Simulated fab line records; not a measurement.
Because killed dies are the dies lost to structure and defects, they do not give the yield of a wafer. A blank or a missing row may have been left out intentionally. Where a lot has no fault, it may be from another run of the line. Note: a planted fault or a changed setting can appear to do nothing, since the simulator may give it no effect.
What tool caused it?    flow n5 finfet    Sampling: 24 lots, 72 wafers, 3 of 1938 route steps

## WHAT THE GAUGES SHOWED, per wafer
N5_BEOL_M8_CD_MEAS_18: pitch 80 nm, target cd 40 nm. Usual: cd nm 39.6 nm, standard deviation 0.64.
lot   measured      on         cd nm (nm)      flag
L076  day 10 13:12  cd sem-01  39.4 39.2 40.1  
L077  day 10 16:25  cd sem-01  40.1 40.5 39.7  
L078  day 11 00:59  cd sem-03  39.9 39.5 38.8  
L075  day 11 01:58  cd sem-01  39.6 38.3 39.2  
L074  day 11 10:00  cd sem-02  38.7 41.0 39.4  
L079  day 11 13:08  cd sem-03  39.1 40.9 39.9  
L082  day 11 18:57  cd sem-01  39.3 38.7 40.1  
L080  day 11 19:06  cd sem-02  40.3 38.7 40.5  
L081  day 12 06:01  cd sem-01  40.0 39.7 39.9  
L084  day 12 17:25  cd sem-02  40.2 38.5 40.4  
L083  day 13 12:09  cd sem-02  39.6 37.8 39.5  
L085  day 13 22:37  cd sem-01  39.7 39.1 39.9  
L086  day 14 06:32  cd sem-01  39.5 40.2 39.5  
L087  day 14 06:45  cd sem-02  41.2 40.8 39.8  
L088  day 14 13:37  cd sem-02  39.9 39.4 40.2  
L090  day 14 14:58  cd sem-02  40.5 39.3 40.0  
L089  day 15 08:10  cd sem-01  39.1 39.5 38.4  
L091  day 16 09:01  cd sem-03  39.4 40.7 39.9  
L094  day 16 16:11  cd sem-02  39.0 38.6 40.5  
L092  day 16 19:11  cd sem-03  40.0 40.3 39.5  
L093  day 16 19:25  cd sem-01  40.1 39.4 39.5  
L096  day 17 02:04  cd sem-01  39.3 39.0 39.1  
L095  day 17 11:49  cd sem-01  39.5 39.8 39.1  
L097  day 18 05:16  cd sem-01  40.1 40.4 39.5  

## WHAT TOOL EACH LOT RAN ON (gives the tool, then ch and the chambers of the sampled wafers, and finally the start)
lot   N5_BEOL_M8_CURE_74             N5_BEOL_M8_ETCH_62
L076  uv cure-03 ch 2, day 10 10:48  rie diel-02 ch 1,2, day 10 12:50
L077  uv cure-01 ch 2, day 10 13:41  rie diel-02 ch 0,1, day 10 16:03
L078  uv cure-03 ch 2, day 10 21:02  rie diel-02 ch 0,1,2, day 11 00:37
L075  uv cure-02 ch 1, day 11 00:22  rie diel-03 ch 0,1,3, day 11 01:36
L074  uv cure-03 ch 0, day 11 06:41  rie diel-03 ch 0,1,3, day 11 09:35
L079  uv cure-01 ch 1, day 11 09:51  rie diel-03 ch 0,1, day 11 12:43
L082  uv cure-02 ch 2, day 11 15:47  rie diel-02 ch 1,2, day 11 18:28
L080  uv cure-01 ch 1, day 11 16:02  rie diel-02 ch 0,1,2, day 11 18:44
L081  uv cure-01 ch 1, day 12 03:17  rie diel-02 ch 0,1,3, day 12 05:21
L084  uv cure-02 ch 1, day 12 14:50  rie diel-02 ch 0,2, day 12 17:02
L083  uv cure-03 ch 0, day 13 10:32  rie diel-03 ch 1,2,3, day 13 11:47
L085  uv cure-02 ch 2, day 13 18:02  rie diel-04 ch 0,3, day 13 22:14
L086  uv cure-03 ch 1, day 14 02:44  rie diel-02 ch 0,2,3, day 14 06:07
L087  uv cure-02 ch 2, day 14 04:26  rie diel-03 ch 0,1,2, day 14 06:23
L088  uv cure-02 ch 1, day 14 11:37  rie diel-02 ch 0,2,3, day 14 13:13
L090  uv cure-01 ch 1, day 14 12:04  rie diel-04 ch 1,2,3, day 14 14:27
L089  uv cure-02 ch 1, day 15 05:38  rie diel-03 ch 0,2, day 15 07:48
L091  uv cure-03 ch 2, day 16 07:01  rie diel-03 ch 0,2,3, day 16 08:38
L094  uv cure-01 ch 1, day 16 13:22  rie diel-03 ch 0,1,2, day 16 15:49
L092  uv cure-03 ch 0, day 16 15:50  rie diel-03 ch 1,2,3, day 16 18:47
L093  uv cure-02 ch 1, day 16 17:01  rie diel-03 ch 0,1,2, day 16 19:02
L096  uv cure-01 ch 0, day 16 22:25  rie diel-02 ch 0,2,3, day 17 01:41
L095  uv cure-02 ch 1, day 17 08:13  rie diel-03 ch 0,2,3, day 17 11:25
L097  uv cure-03 ch 0, day 18 02:42  rie diel-03 ch 0,1, day 18 04:49
- N5_BEOL_M8_CURE_74: cures SiCOH lowk, time 240 s.
- N5_BEOL_M8_ETCH_62: etches SOC in N2/H2, target depth 110 nm, overetch 22 nm, time 165 s.

## AS READ BY THE TOOLS THEMSELVES (means over the sampled wafers that have a number; for cases with no such wafer, the mark the record gives instead)
N5_BEOL_M8_CURE_74. Usual: lamp power pct 52.30 %, standard deviation 0.055; wafer_temp_C_max 386.7, standard deviation 0.57.
lot   tool        lamp power pct (%)  wafer_temp_C_max  flag
L076  uv cure-03  52.32               386.2             
L077  uv cure-01  52.29               386.8             
L078  uv cure-03  52.27               386.4             
L075  uv cure-02  52.34               386.9             
L074  uv cure-03  52.30               387.2             
L079  uv cure-01  52.33               386.2             
L082  uv cure-02  52.32               386.4             
L080  uv cure-01  52.24               386.1             
L081  uv cure-01  52.33               386.0             
L084  uv cure-02  52.31               387.0             
L083  uv cure-03  52.29               387.7             
L085  uv cure-02  52.31               386.5             
L086  uv cure-03  52.27               386.5             
L087  uv cure-02  52.32               386.0             
L088  uv cure-02  52.24               386.4             
L090  uv cure-01  52.30               386.3             
L089  uv cure-02  52.31               386.6             
L091  uv cure-03  52.33               386.3             
L094  uv cure-01  52.26               386.2             
L092  uv cure-03  52.31               387.2             
L093  uv cure-02  52.34               386.8             
L096  uv cure-01  52.30               387.2             
L095  uv cure-02  52.38               387.0             
L097  uv cure-03  52.30               387.3             

N5_BEOL_M8_ETCH_62. Usual: drypump motor current A 6.02 A, standard deviation 0.25; oes product au 0.66 a.u., standard deviation 0.065; rf vpp V 522.9 V, standard deviation 2.7; showerhead plenum p Torr 2.50 Torr, standard deviation 0.096; throttle valve pct 17.8 %, standard deviation 0.33.
lot   tool         drypump motor current A (A)  oes product au (a.u.)  rf vpp V (V)  showerhead plenum p Torr (Torr)  throttle valve pct (%)  flag
L076  rie diel-02  6.21                         0.67                   523.0         2.52                             17.5                    
L077  rie diel-02  6.29                         0.74                   526.1         2.62                             17.6                    
L078  rie diel-02  6.26                         0.69                   524.2         2.53                             17.6                    
L075  rie diel-03  5.76                         0.61                   522.1         2.48                             17.9                    
L074  rie diel-03  5.75                         0.61                   523.1         2.48                             17.9                    
L079  rie diel-03  5.64                         0.62                   523.0         2.49                             18.1                    
L082  rie diel-02  6.23                         0.70                   526.0         2.60                             17.5                    
L080  rie diel-02  6.25                         0.69                   524.0         2.52                             17.6                    
L081  rie diel-02  6.22                         0.71                   525.9         2.58                             17.6                    
L084  rie diel-02  6.18                         0.64                   520.8         2.43                             17.6                    
L083  rie diel-03  5.97                         0.61                   521.5         2.45                             17.9                    
L085  rie diel-04  6.09                         0.69                   523.2         2.53                             17.9                    
L086  rie diel-02  6.22                         0.66                   522.8         2.49                             17.7                    
L087  rie diel-03  5.82                         0.61                   521.7         2.45                             18.1                    
L088  rie diel-02  6.18                         0.66                   522.8         2.48                             17.7                    
L090  rie diel-04  6.00                         0.67                   521.3         2.44                             18.0                    
L089  rie diel-03  5.63                         0.61                   522.4         2.47                             17.9                    
L091  rie diel-03  5.79                         0.66                   523.3         2.46                             17.7                    
L094  rie diel-03  5.83                         0.60                   520.2         2.44                             18.1                    
L092  rie diel-03  5.96                         0.65                   522.2         2.44                             17.8                    
L093  rie diel-03  5.81                         0.60                   521.1         2.44                             18.1                    
L096  rie diel-02  6.19                         0.65                   522.2         2.48                             17.7                    
L095  rie diel-03  5.81                         0.65                   522.0         2.46                             17.7                    
L097  rie diel-03  5.74                         0.58                   520.9         2.44                             18.4                    

## THE ANSWER, worked out from the rows above alone
Rule: lot off if the mean of its wafers having a number is beyond 3 standard deviations from the usual mean. A lot without any number at a reading at which 4 lots or more have one is off too. All remaining lots with rows at the step are treated as sound. After the gauges, taken in route order, come the tools' own readings; for these a lot's mean is taken, as printed above. The first step at which some lot is off is used, and at that step the reading that is off furthest; a lot without a number counts as furthest.
No lot is off at any reading shown: from this, nothing can be told.

## WHAT THE SIMULATOR HAD PUT IN
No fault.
